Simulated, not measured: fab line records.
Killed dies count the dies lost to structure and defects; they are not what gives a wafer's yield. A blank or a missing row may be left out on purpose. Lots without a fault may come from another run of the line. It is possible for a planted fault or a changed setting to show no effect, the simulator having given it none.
Matching of chambers	flow nand_harc	NHARC_P_CONTACT_DEP_30 on pecvd-01 has 3 sister chambers
The step deposits SiNx, target thk 30 nm. 3 wafers are shown with their chamber, then 9 later ones without.

== WAFERS PAIRED WITH THEIR CHAMBERS ==
wafer	chamber	heater_power_w (W)
L087.3	0	645
L087.4	1	443
L087.5	2	652

== WAFERS WHOSE CHAMBER IS MISSING ==
wafer	heater_power_w (W)
L089.2	751
L089.3	494
L089.5	768
L093.1	754
L093.3	758
L093.5	781
L094.3	448
L094.4	657
L094.5	467

== WHICH CHAMBER EACH ONE RAN IN ==
wafer	from the rows above	in truth
L089.2	can't be placed: 2 or 0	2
L089.3	can't be placed: 1 or 0 or 2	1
L089.5	can't be placed: 2 or 0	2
L093.1	can't be placed: 2 or 0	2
L093.3	can't be placed: 2 or 0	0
L093.5	can't be placed: 2 or 0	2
L094.3	1	1
L094.4	can't be placed: 2 or 0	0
L094.5	can't be placed: 1 or 0 or 2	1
1 of 9 placed correctly. Cannot be placed on the basis of these rows: 8; the candidates contain the true chamber in 8. Placed wrongly: 0.
How it was worked out, from the rows above alone: a wafer's distance from a chamber is the root of the sum, over the readings, of the square of ((its reading less the chamber's mean) divided by the reading's scatter). The wafer belongs to the nearest chamber; if the next one is less than 2 further off, it can't be placed. The mean given for a chamber averages the wafers shown for that chamber. The scatter: root of mean squared gap, hidden wafer to nearest shown wafer, with one shown wafer a chamber.
